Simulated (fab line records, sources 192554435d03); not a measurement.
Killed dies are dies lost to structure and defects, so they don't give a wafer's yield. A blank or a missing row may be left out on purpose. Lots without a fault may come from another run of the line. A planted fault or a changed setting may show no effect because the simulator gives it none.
fab line records | flow n5_finfet
record lots=7 wafers=21
route steps=1938 shown BEOL_M15@1775 MIM_BOT_ETCH@1866 PASSIVATION@1910
start_h: hours from the record's first day to the start of the lot's first wafer shown | wait_h: hours since the lot's step before | " the same as in the row above | L1.1+2: a row that stands for several wafers | - no value, or no start given | * or withheld: withheld | < > ~ a bound
route shown NAME@n: a module of which the file shows steps, and the number in the route of the first | usual: mean/standard deviation of fault-free wafers | same: alike in all rows | chamber/n: place in a boat | sites: the reading at each site | _std_site: their standard deviation | _edge_site: outer sites' mean less inner sites' | radius_mm: how far each site lies from the wafer's centre | mask NAME#n: copy n | behind: the tool/chamber that last shaped the wafer | hold: why the lot was held/for how many hours/how that ended | device: the transistor (n, p or np) that didn't switch | end of line: the same wafers' tests at the end of the route | a step without rows: its recipe alone | killed: dies lost to structure and defects at the first sort, not the wafer's yield | map: a wafer's dies, x killed, . not, _ none there
set.NAME: the setting as run; set.NAME@STEP: as run at that earlier step | model.NAME: the simulator's own value behind a step, which no gauge read
lots whose settings were changed on purpose; a table a step, a row a wafer
## steps
# step N5_BEOL_M15_COAT_58
# recipe resist=BARC temp_c=205 time_s=60 spin_rpm=1500 resist_thk_nm=89
# columns lot.wafer tool chamber start_h wait_h set.spin_rpm model.BARC_of_BEOL_M15_COAT_58.thk_nm
L082.2 litho_track-04 0 305.05 0.0 1457 90.4
L082.4+6 " 0 " " 1500 89.2
L080.1 litho_track-05 0 307.73 0.0 1500 89
L080.3 " 0 " " 1500 88.6
L080.6 " 0 " " 1652 84.6
L083.2 litho_track-03 0 326.82 0.0 1500 89.8
L083.3 " 0 " " 1500 89.4
L083.5 " 0 " " 1391 93
L084.3+4 litho_track-05 0 342.04 0.0 1500 88.8
L084.5 " 0 " " 1500 89
L088.1 litho_track-03 0 357.26 0.0 1558 87
L088.3 " 0 " " 1500 88.8
L088.5 " 0 " " 1558 87.2
L097.1 litho_track-04 0 396.14 0.0 1500 89.2
L097.4+6 " 0 " " 1598 86.6
L096.1+2 litho_track-04 0 403.10 0.0 1500 89
L096.5 " 0 " " 1500 88.6
# step N5_BEOL_M15_COAT_04
# recipe spin_rpm=1704 resist_thk_nm=800
# step N5_BEOL_M15_EBR_06
# recipe solvent=PGMEA ebr_width_mm=1.5
# step N5_BEOL_M15_DESCUM_15
# recipe chemistry=O2 time_s=7.9 source_power_w=50 bias_power_w=20 pressure_mtorr=20 rf_frequency_hz=2.712e+07 temp_c=40 o2_flow_sccm=225
# step N5_BEOL_M15_ETCH_59
# recipe chemistry=N2/H2 target=BARC target_depth_a=890 overetch_a=267 time_s=67.9 ion_energy_ev=200 pressure_mtorr=30 source_w=840 bias_w=150 n2_flow_sccm=200 h2_flow_sccm=200
# columns lot.wafer tool chamber start_h wait_h set.spin_rpm@BEOL_M15_COAT_58 model.etch.depth_nm
L082.2 rie_diel-02 3 305.64 0.0 1457 90.48
L082.4 " 1 " " 1500 89.28
L082.6 " 1 " " 1500 89.15
L080.1 rie_diel-03 3 308.25 0.0 1500 88.9
L080.3 " 1 " " 1500 88.69
L080.6 " 0 " " 1652 84.53
L083.2 rie_diel-02 1 327.21 0.0 1500 89.77
L083.3 " 0 " " 1500 89.46
L083.5 " 1 " " 1391 93.04
L084.3 rie_diel-04 3 342.55 0.0 1500 88.8
L084.4 " 1 " " 1500 88.82
L084.5 " 2 " " 1500 88.92
L088.1 rie_diel-02 3 357.78 0.0 1558 86.99
L088.3 " 2 " " 1500 88.82
L088.5 " 0 " " 1558 87.23
L097.1 rie_diel-02 0 396.78 0.0 1500 89.28
L097.4 " 2 " " 1598 86.57
L097.6 " 1 " " 1598 86.6
L096.1 rie_diel-04 2 403.62 0.0 1500 88.93
L096.2 " 3 " " 1500 89.01
L096.5 " 0 " " 1500 88.63
# step N5_BEOL_M15_COAT_60
# recipe resist=BARC temp_c=205 time_s=60 spin_rpm=1500 resist_thk_nm=89
# columns lot.wafer tool chamber start_h wait_h set.spin_rpm model.BARC_of_BEOL_M15_COAT_60.thk_nm
L082.2 litho_track-04 0 306.70 0.3 1500 89.4
L082.4 " 0 " " 1449 90.6
L082.6 " 0 " " 1449 90.8
L080.1 litho_track-04 0 309.34 0.3 1336 94.4
L080.3 " 0 " " 1336 94.8
L080.6 " 0 " " 1336 94.6
L083.2+3 litho_track-05 0 328.37 0.3 1379 93.2
L083.5 " 0 " " 1379 93
L084.3 litho_track-05 0 343.62 0.3 1432 90.8
L084.4+5 " 0 " " 1432 91
L088.1 litho_track-05 0 359.02 0.3 1354 93.6
L088.3 " 0 " " 1500 89.2
L088.5 " 0 " " 1500 88.8
L097.1+6 litho_track-04 0 397.85 0.3 1369 93.4
L097.4 " 0 " " 1500 89.4
L096.1 litho_track-05 0 404.69 0.3 1500 89.2
L096.2+5 " 0 " " 1500 89
# step N5_BEOL_M15_ETCH_61
# recipe chemistry=N2/H2 target=BARC target_depth_a=890 overetch_a=267 time_s=67.9 ion_energy_ev=200 pressure_mtorr=30 source_w=840 bias_w=150 n2_flow_sccm=200 h2_flow_sccm=200
# usual rf_vpp_V=522.6/2.9
# columns lot.wafer tool chamber start_h wait_h set.bias_w set.spin_rpm@BEOL_M15_COAT_60 rf_vpp_V model.etch.depth_nm
L082.2 rie_diel-02 1 307.26 0.0 150 1500 521.3 89.32
L082.4 " 0 " " 150 1449 515.1 90.62
L082.6 " 0 " " 150 1449 517.1 90.71
L080.1 rie_diel-04 1 310.02 0.0 150 1336 524.8 94.32
L080.3 " 2 " " 150 1336 525.6 94.73
L080.6 " 0 " " 150 1336 518.0 94.66
L083.2 rie_diel-03 1 328.91 0.0 150 1379 525.2 93.12
L083.3 " 0 " " 150 1379 522.9 93.12
L083.5 " 0 " " 150 1379 523.2 92.94
L084.3 rie_diel-02 3 344.14 0.0 150 1432 523.7 90.8
L084.4 " 2 " " 170.3 1432 565.3 90.92
L084.5 " 1 " " 170.3 1432 565.7 91
L088.1 rie_diel-03 0 359.66 0.0 150 1354 521.0 93.68
L088.3 " 2 " " 150 1500 523.9 89.12
L088.5 " 1 " " 125.5 1500 468.5 88.88
L097.1 rie_diel-03 3 398.24 0.0 150 1369 527.0 93.43
L097.4 " 2 " " 138.1 1500 499.1 89.35
L097.6 " 1 " " 150 1369 524.6 93.46
L096.1 rie_diel-02 3 405.09 0.0 150 1500 521.8 89.16
L096.2 " 0 " " 150 1500 517.5 89.03
L096.5 " 1 " " 150 1500 522.8 89.06
# step N5_MIM_BOT_ETCH_ETCH_04
# recipe chemistry=CF4/O2 target=SiNx target_depth_a=260 time_s=13 ion_energy_ev=100 pressure_mtorr=40 source_w=535 bias_w=49 Ar_flow_sccm=100 cf4_flow_sccm=100 O2_flow_sccm=10
# columns lot.wafer tool chamber start_h wait_h set.time_s model.etch.depth_nm
L082.2 rie_diel-06 1 318.36 0.0 13 26.15
L082.4 " 3 " " 14.58 29.87
L082.6 " 3 " " 13 26.61
L080.1 rie_diel-06 1 320.59 0.0 11.52 23.25
L080.3 " 2 " " 13 25.96
L080.6 " 2 " " 13 25.95
L083.2 rie_diel-05 1 338.68 0.0 10.48 21.02
L083.3 " 0 " " 13 25.61
L083.5 " 2 " " 10.48 21.24
L084.3 rie_diel-05 1 357.46 0.0 14.44 28.63
L084.4 " 3 " " 13 26.46
L084.5 " 2 " " 13 26.21
L088.1 rie_diel-06 1 369.29 0.0 14.2 28.31
L088.3 " 0 " " 13 25.77
L088.5 " 1 " " 14.2 28.23
L097.1 rie_diel-01 2 408.07 0.0 13 26.57
L097.4 " 1 " " 13 26.64
L097.6 " 3 " " 15.17 29.88
L096.1 rie_diel-01 0 412.64 0.0 13 25.72
L096.2 " 2 " " 13 26.42
L096.5 " 3 " " 13 25.64
# step N5_PASSIVATION_ETCH_59
# recipe chemistry=Cl2/BCl3 target=TaN target_depth_a=650 time_s=34.9 ion_energy_ev=100 pressure_mtorr=10 icp_w=900 bias_w=100 Cl2_flow_sccm=60 bcl3_flow_sccm=30
# columns lot.wafer tool chamber start_h wait_h set.time_s model.etch.depth_nm
L082.2 rie_metal-02 0 321.84 0.3 34.9 65.77
L082.4 " 1 " " 34.9 64.21
L082.6 " 1 " " 34.9 63.87
L080.1 rie_metal-02 1 327.15 0.3 34.9 63.35
L080.3 " 1 " " 34.9 63.59
L080.6 " 1 " " 28.14 51.09
L083.2 rie_metal-03 1 343.00 0.3 28.46 53.33
L083.3 " 0 " " 28.46 54.08
L083.5 " 1 " " 34.9 65.66
L084.3 rie_metal-02 0 363.58 0.2 34.9 66.86
L084.4 " 1 " " 34.9 64.63
L084.5 " 1 " " 34.9 64.37
L088.1 rie_metal-02 1 374.89 0.3 32.68 60.16
L088.3 " 0 " " 34.9 66.92
L088.5 " 0 " " 32.68 61.82
L097.1 rie_metal-03 0 411.83 0.3 34.9 66.14
L097.4 " 0 " " 34.9 66.33
L097.6 " 1 " " 34.9 65.34
L096.1 rie_metal-03 1 418.17 0.3 34.9 65.02
L096.2 " 0 " " 34.9 65.66
L096.5 " 1 " " 34.9 65.03
# step N5_PASSIVATION_PECVD_53
# recipe material=SiO2 target_thk_a=8000 temp_c=400 precursor=TEOS/O2 pressure_torr=6.5 rf_w=withheld teos_flow_sccm=withheld gas=O2 flow_sccm=2650 time_s=169.4
# columns lot.wafer tool chamber start_h wait_h set.time_s model.SiO2_of_PASSIVATION_PECVD_53.thk_nm
L082.2 pecvd-03 1 322.57 0.0 169.4 803.8
L082.4 " 0 " " 169.4 819
L082.6 " 2 " " 179.6 858
L080.1 pecvd-03 0 327.78 0.0 169.4 809.6
L080.3 " 2 " " 162.9 778.4
L080.6 " 0 " " 169.4 829
L083.2 pecvd-04 2 343.61 0.0 181.6 843.6
L083.3 " 1 " " 169.4 792.2
L083.5 " 1 " " 169.4 811
L084.3 pecvd-04 2 364.24 0.0 148.7 701.8
L084.4 " 2 " " 148.7 708
L084.5 " 0 " " 169.4 817.4
L088.1 pecvd-04 0 375.53 0.0 169.4 805.6
L088.3 " 2 " " 177.6 827.8
L088.5 " 1 " " 169.4 811.2
L097.1 pecvd-01 1 412.46 0.0 169.4 813.2
L097.4 " 1 " " 149.8 730.2
L097.6 " 0 " " 149.8 704
L096.1 pecvd-04 1 418.83 0.0 169.4 804.4
L096.2 " 2 " " 169.4 781.4
L096.5 " 2 " " 169.4 802
## key
split step=N5_BEOL_M15_COAT_58 setting=spin_rpm stated=1500 by=wafer
response step=N5_BEOL_M15_COAT_58 reading=model.BARC_of_BEOL_M15_COAT_58.thk_nm change=-0.426 per=1% r=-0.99
response step=N5_BEOL_M15_ETCH_59 reading=model.etch.depth_nm change=-0.434 per=1% r=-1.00
split step=N5_BEOL_M15_COAT_60 setting=spin_rpm stated=1500 by=wafer
response step=N5_BEOL_M15_COAT_60 reading=model.BARC_of_BEOL_M15_COAT_60.thk_nm change=-0.461 per=1% r=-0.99
response step=N5_BEOL_M15_ETCH_61 reading=model.etch.depth_nm change=-0.47 per=1% r=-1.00
split step=N5_BEOL_M15_ETCH_61 setting=bias_w stated=150 by=wafer
response step=N5_BEOL_M15_ETCH_61 reading=rf_vpp_V change=+3.23 per=1% r=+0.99
split step=N5_MIM_BOT_ETCH_ETCH_04 setting=time_s stated=13 by=wafer
response step=N5_MIM_BOT_ETCH_ETCH_04 reading=model.etch.depth_nm change=+0.231 per=1% r=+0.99
split step=N5_PASSIVATION_ETCH_59 setting=time_s stated=34.9 by=wafer
response step=N5_PASSIVATION_ETCH_59 reading=model.etch.depth_nm change=+0.659 per=1% r=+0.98
split step=N5_PASSIVATION_PECVD_53 setting=time_s stated=169.4 by=wafer
response step=N5_PASSIVATION_PECVD_53 reading=model.SiO2_of_PASSIVATION_PECVD_53.thk_nm change=+8.11 per=1% r=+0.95
